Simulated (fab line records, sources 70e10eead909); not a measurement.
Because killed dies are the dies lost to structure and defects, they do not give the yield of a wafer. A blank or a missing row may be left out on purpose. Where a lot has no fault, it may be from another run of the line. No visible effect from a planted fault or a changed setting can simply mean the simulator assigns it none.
Matching of chambers + flow nand-harc + NHARC_A_WL_FILL_ALD_00 on ald-hk-01 has 4 sister chambers
The step deposits Al2O3, target thk 3 nm, pulse time 3 s, ald cycles 30. 7 wafers are shown with their chamber, then 7 later ones without.

EACH WAFER AND ITS CHAMBER
| wafer  | chamber | heater-power-w (W) | precursor-pulse-height-rel |
|--------|---------|--------------------|----------------------------|
| L162.1 | 2       | 521                | 0.998                      |
| L162.2 | 1       | 501                | 1.042                      |
| L165.1 | 3       | 376                | 1.019                      |
| L165.3 | 0       | 561                | 1.006                      |
| L165.5 | 1       | 484                | 1.040                      |
| L170.1 | 3       | 399                | 0.959                      |
| L170.3 | 0       | 531                | 1.011                      |

WAFERS WHOSE CHAMBER IS MISSING
| wafer  | heater-power-w (W) | precursor-pulse-height-rel |
|--------|--------------------|----------------------------|
| L170.5 | 496                | 0.989                      |
| L169.1 | 501                | 1.014                      |
| L169.4 | 479                | 0.977                      |
| L169.6 | 532                | 0.986                      |
| L172.1 | 524                | 0.999                      |
| L172.4 | 400                | 1.003                      |
| L172.5 | 382                | 0.951                      |

EACH ONE'S CHAMBER
| wafer  | from the rows above          | in truth |
|--------|------------------------------|----------|
| L170.5 | can't be placed: 2 or 1 or 0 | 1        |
| L169.1 | can't be placed: 1 or 2 or 0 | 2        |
| L169.4 | can't be placed: 2 or 1 or 0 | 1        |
| L169.6 | can't be placed: 2 or 0      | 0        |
| L172.1 | can't be placed: 2 or 0      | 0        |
| L172.4 | 3                            | 3        |
| L172.5 | 3                            | 3        |
Correct placement for 2 of the 7. Not placeable from these rows: 5 (in 5, the candidates include the true chamber). Number placed wrongly: 0.
How it was worked out, from the rows above alone: a wafer's distance from a chamber is the root of the sum, over the readings, of the square of ((its reading less the chamber's mean) divided by the reading's scatter). The wafer belongs to the nearest chamber; if the next one is less than 2 further off, it can't be placed. A chamber's mean is the mean of its shown wafers. The scatter is the square root of a quotient: the sum, over the shown wafers, of each reading's squared deviation from its chamber's mean, divided by wafers minus chambers.
